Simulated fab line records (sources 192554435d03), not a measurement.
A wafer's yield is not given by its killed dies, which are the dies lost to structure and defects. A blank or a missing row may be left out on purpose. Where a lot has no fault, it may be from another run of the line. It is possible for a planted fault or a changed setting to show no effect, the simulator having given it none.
Which tool was responsible? | flow n5Finfet | 31 wafers from 11 lots sampled at 5 of the route's 1938 steps

== WHAT THE GAUGES READ, wafer by wafer ==
Not one reading of a measure or inspect step in the record can be checked against a usual standard deviation.

== TOOL THAT RAN EACH LOT (tool first, then ch and the chambers of the sampled wafers, then the start) ==
lot  | N5_MOL_CONTACT_COAG_PRE_CLEAN_142 | N5_BEOL_M15_STRIP_36              | N5_BEOL_M15_STRIP_62                         | N5_MIM_TOP_LITHO_DESCUM_10        | N5_PASSIVATION_PROBE_49
L218 | pvdSputter-01, day 5 00:13        | rieDiel-02 ch 0,1, day 12 09:32   | rieDiel-02 ch 0,1, day 12 16:13 or earlier   | rieDiel-05 ch 1,2,3, day 12 16:13 | -
L221 | pvdSputter-01, day 5 18:17        | rieDiel-02 ch 1,2,3, day 13 11:25 | rieDiel-02 ch 1,2,3, day 13 15:46 or earlier | rieDiel-06 ch 2,3, day 13 15:46   | -
L222 | pvdSputter-01, day 6 05:33        | rieDiel-02 ch 0,1,2, day 13 13:42 | rieDiel-02 ch 0,1,2, day 13 19:07 or earlier | rieDiel-05 ch 1,2,3, day 13 19:07 | prober-02, day 14 03:52
L229 | pvdSputter-01, day 7 23:59        | rieDiel-04 ch 0,2, day 15 08:39   | rieDiel-04 ch 0,2, day 15 18:50 or earlier   | rieDiel-06 ch 1,2,3, day 15 18:50 | -
L230 | pvdSputter-02, day 8 06:59        | rieDiel-03 ch 0,1,2, day 15 21:05 | rieDiel-03 ch 0,1,2, day 16 03:47 or earlier | rieDiel-06 ch 0,1,2, day 16 03:47 | prober-02, day 16 14:02
L232 | pvdSputter-02, day 8 15:07        | rieDiel-02 ch 1,2,3, day 15 12:08 | rieDiel-02 ch 1,2,3, day 15 21:04 or earlier | rieDiel-05 ch 1,2,3, day 15 21:04 | prober-01, day 16 08:29
L235 | pvdSputter-03, day 9 13:22        | rieDiel-04 ch 0,1,3, day 16 07:38 | rieDiel-04 ch 0,1,3, day 16 14:28 or earlier | rieDiel-06 ch 1,2,3, day 16 14:28 | -
L236 | pvdSputter-01, day 9 17:35        | rieDiel-02 ch 0,3, day 16 09:55   | rieDiel-02 ch 0,3, day 16 15:41 or earlier   | rieDiel-06 ch 1,2, day 16 15:41   | prober-02, day 17 02:02
L237 | pvdSputter-03, day 9 22:38        | rieDiel-03 ch 0,2,3, day 17 04:04 | rieDiel-03 ch 0,2,3, day 17 10:59 or earlier | rieDiel-06 ch 0,1, day 17 10:59   | -
L240 | pvdSputter-03, day 10 19:32       | rieDiel-04 ch 1,2, day 17 17:24   | rieDiel-04 ch 1,2, day 17 23:05 or earlier   | rieDiel-05 ch 0,2,3, day 17 23:05 | -
L239 | pvdSputter-01, day 10 19:43       | rieDiel-02 ch 1, day 17 21:22     | rieDiel-02 ch 1, day 18 03:40 or earlier     | rieDiel-01 ch 0,1, day 18 03:40   | -
- N5_MOL_CONTACT_COAG_PRE_CLEAN_142: time 60 s.
- N5_BEOL_M15_STRIP_36: strips in O2.
- N5_BEOL_M15_STRIP_62: strips in O2.
- N5_MIM_TOP_LITHO_DESCUM_10: chemistry O2, time 7.9 s.
- N5_PASSIVATION_PROBE_49

== AS READ BY THE TOOLS THEMSELVES (means over the sampled wafers that have a number; for cases with no such wafer, the mark the record gives instead) ==
N5_MOL_CONTACT_COAG_PRE_CLEAN_142. Usual: 443 W for heaterPowerW, sd 30.
lot  | tool          | heaterPowerW (W) | flag
L218 | pvdSputter-01 | 456              | 
L221 | pvdSputter-01 | 460              | 
L222 | pvdSputter-01 | 457              | 
L229 | pvdSputter-01 | 443              | 
L230 | pvdSputter-02 | 436              | 
L232 | pvdSputter-02 | 423              | 
L235 | pvdSputter-03 | 469              | 
L236 | pvdSputter-01 | 412              | 
L237 | pvdSputter-03 | 466              | 
L240 | pvdSputter-03 | 450              | 
L239 | pvdSputter-01 | 446              | 

N5_BEOL_M15_STRIP_36. Usual: chamberPressureMTorr 30.00 mTorr, standard deviation 0.054; drypumpMotorCurrentA 5.7 A, standard deviation 0.43; oesProductAu 0.80 a.u., standard deviation 0.08; rfVppV 3.6 V, standard deviation 0.91; showerheadPlenumPTorr 2.06 Torr, standard deviation 0.081; throttleValvePct 16.70 %, standard deviation 0.24.
lot  | tool       | chamberPressureMTorr (mTorr) | drypumpMotorCurrentA (A) | oesProductAu (a.u.) | rfVppV (V) | showerheadPlenumPTorr (Torr) | throttleValvePct (%) | flag
L218 | rieDiel-02 | 29.97                        | 5.1                      | 0.80                | 3.1        | 1.96                         | 16.68                | 
L221 | rieDiel-02 | 29.92                        | 5.5                      | 0.84                | 3.5        | 2.06                         | 16.45                | 
L222 | rieDiel-02 | 30.01                        | 5.3                      | 0.87                | 2.8        | 2.00                         | 16.46                | 
L229 | rieDiel-04 | 30.04                        | 6.1                      | 0.79                | 4.7        | 2.01                         | 16.80                | 
L230 | rieDiel-03 | 29.97                        | 5.6                      | 0.77                | 4.1        | 2.11                         | 16.85                | 
L232 | rieDiel-02 | 30.00                        | 5.5                      | 0.81                | 3.9        | 2.05                         | 16.50                | 
L235 | rieDiel-04 | 30.07                        | 6.2                      | 0.77                | 3.7        | 2.01                         | 16.68                | 
L236 | rieDiel-02 | 29.98                        | 5.2                      | 0.72                | 3.7        | 2.00                         | 16.89                | 
L237 | rieDiel-03 | 30.03                        | 5.8                      | 0.73                | 4.7        | 2.12                         | 16.95                | 
L240 | rieDiel-04 | 29.97                        | 6.0                      | 0.77                | 2.9        | 2.10                         | 16.63                | 
L239 | rieDiel-02 | 30.02                        | 5.2                      | 0.80                | 4.5        | 2.03                         | 16.45                | 

N5_BEOL_M15_STRIP_62. Usual: chamberPressureMTorr 30.002 mTorr, standard deviation 0.029; drypumpMotorCurrentA 5.7 A, standard deviation 0.44; oesProductAu 0.80 a.u., standard deviation 0.079; rfVppV 3.6 V, standard deviation 0.48; showerheadPlenumPTorr 2.06 Torr, standard deviation 0.08; throttleValvePct 16.70 %, standard deviation 0.24.
lot  | tool       | chamberPressureMTorr (mTorr) | drypumpMotorCurrentA (A) | oesProductAu (a.u.) | rfVppV (V) | showerheadPlenumPTorr (Torr) | throttleValvePct (%) | flag
L218 | rieDiel-02 | 30.009                       | 5.1                      | 0.79                | 3.5        | 1.96                         | 16.69                | 
L221 | rieDiel-02 | 29.978                       | 5.5                      | 0.85                | 3.6        | 2.06                         | 16.46                | 
L222 | rieDiel-02 | 30.003                       | 5.3                      | 0.86                | 3.7        | 2.00                         | 16.47                | 
L229 | rieDiel-04 | 29.978                       | 6.1                      | 0.78                | 3.4        | 2.01                         | 16.78                | 
L230 | rieDiel-03 | 29.997                       | 5.6                      | 0.77                | 3.6        | 2.11                         | 16.85                | 
L232 | rieDiel-02 | 30.003                       | 5.4                      | 0.82                | 3.6        | 2.05                         | 16.49                | 
L235 | rieDiel-04 | 30.017                       | 6.2                      | 0.77                | 3.3        | 2.01                         | 16.68                | 
L236 | rieDiel-02 | 30.014                       | 5.2                      | 0.71                | 4.1        | 2.00                         | 16.88                | 
L237 | rieDiel-03 | 30.018                       | 5.8                      | 0.73                | 4.0        | 2.12                         | 16.95                | 
L240 | rieDiel-04 | 30.004                       | 6.0                      | 0.77                | 3.6        | 2.10                         | 16.65                | 
L239 | rieDiel-02 | 30.012                       | 5.2                      | 0.80                | 4.3        | 2.03                         | 16.42                | 

N5_MIM_TOP_LITHO_DESCUM_10. Usual: chamberPressureMTorr is 19.998 mTorr with standard deviation 0.018, drypumpMotorCurrentA is 5.6 A with standard deviation 0.41, oesProductAu is 0.82 a.u. with standard deviation 0.065, rfFwdPowerW is 49.66 W with standard deviation 0.18, rfVppV is 243.4 V with standard deviation 1.4, showerheadPlenumPTorr is 2.11 Torr with standard deviation 0.065, and throttleValvePct is 20.46 % with standard deviation 0.19.
lot  | tool       | chamberPressureMTorr (mTorr) | drypumpMotorCurrentA (A) | oesProductAu (a.u.) | rfFwdPowerW (W) | rfVppV (V) | showerheadPlenumPTorr (Torr) | throttleValvePct (%) | flag
L218 | rieDiel-05 | 19.976                       | 6.0                      | 0.86                | 49.87           | 241.8      | 2.06                         | 20.46                | 
L221 | rieDiel-06 | 19.991                       | 5.1                      | 0.85                | 49.76           | 244.2      | 2.17                         | 20.45                | 
L222 | rieDiel-05 | 19.988                       | 6.0                      | 0.84                | 49.72           | 242.8      | 2.06                         | 20.48                | 
L229 | rieDiel-06 | 19.994                       | 5.5                      | 0.85                | 49.57           | 244.2      | 2.18                         | 20.34                | 
L230 | rieDiel-06 | 20.000                       | 5.6                      | 0.81                | 49.67           | 243.6      | 2.16                         | 20.42                | 
L232 | rieDiel-05 | 20.002                       | 5.9                      | 0.82                | 49.69           | 242.7      | 2.05                         | 20.51                | 
L235 | rieDiel-06 | 19.987                       | 5.5                      | 0.85                | 49.80           | 245.0      | 2.18                         | 20.35                | 
L236 | rieDiel-06 | 20.004                       | 5.7                      | 0.84                | 49.67           | 244.1      | 2.20                         | 20.24                | 
L237 | rieDiel-06 | 19.992                       | 5.6                      | 0.76                | 49.71           | 243.9      | 2.11                         | 20.54                | 
L240 | rieDiel-05 | 20.008                       | 5.9                      | 0.77                | 49.74           | 243.5      | 2.07                         | 20.43                | 
L239 | rieDiel-01 | 19.981                       | 5.8                      | 0.76                | 49.74           | 243.1      | 2.10                         | 20.57                | 

N5_PASSIVATION_PROBE_49. Usual: killed_at_M0_to_M3 31, standard deviation 11; killed_at_M4_up 14, standard deviation 5.1; killedAtContacts 12, standard deviation 5.6; killedAtFrontEnd 42, standard deviation 12; killedAtOther 3.8, standard deviation 2.9; killedDies 103, standard deviation 18; killedOnRim 14, standard deviation 4.5; killedOpen 67, standard deviation 14; killedShort 33, standard deviation 8.
lot  | tool      | killed_at_M0_to_M3 | killed_at_M4_up | killedAtContacts | killedAtFrontEnd | killedAtOther | killedDies | killedOnRim | killedOpen | killedShort | flag
L222 | prober-02 | 18                 | 20              | 17               | 41               | 1.0           | 97         | 12          | 67         | 27          | 
L230 | prober-02 | 26                 | 8               | 97               | 66               | 6.7           | 204        | 26          | 78         | 38          | OFF
L232 | prober-01 | 28                 | 15              | 83               | 38               | 6.7           | 170        | 30          | 67         | 29          | OFF
L236 | prober-02 | 14                 | 18              | 7                | 32               | 6.0           | 76         | 11          | 51         | 22          | 

== THE ANSWER, worked out from the rows above alone ==
Rule: lot off if the mean of its wafers having a number is beyond 3 standard deviations from the usual mean. A lot without any number at a reading at which 4 lots or more have one is off too. The other lots that the step has rows for count as sound. The gauges are gone through in route order, then the tools' own readings, and for those a lot's mean is taken as printed above. At the first step where some lot is off, the reading lying furthest off is the one used; lots without a number count as furthest.
Off: L230, L232 (N5_PASSIVATION_PROBE_49, killedAtContacts). Neither off nor sound, because the step has no rows for them: L218, L221, L229, L235, L237, L240, L239.
A tool fits if, at that step or a process step before it, it ran every lot that is off, and no sound lot after the first of them. N5_BEOL_M15_STRIP_62: start missing for some lots; hours and lot order therefore follow N5_MIM_TOP_LITHO_DESCUM_10. One candidate fits, namely pvdSputter-02 at N5_MOL_CONTACT_COAG_PRE_CLEAN_142. It ran no sound lot before its first lot that is off in this sample, so the start can't be narrowed down.

== WHAT THE SIMULATOR HAD INSERTED ==
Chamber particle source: pvdSputter-02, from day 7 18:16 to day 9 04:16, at N5_MOL_CONTACT_COAG_PRE_CLEAN_142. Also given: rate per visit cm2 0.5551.
Lots struck among those shown: L230, L232. The same result came from the rule above.
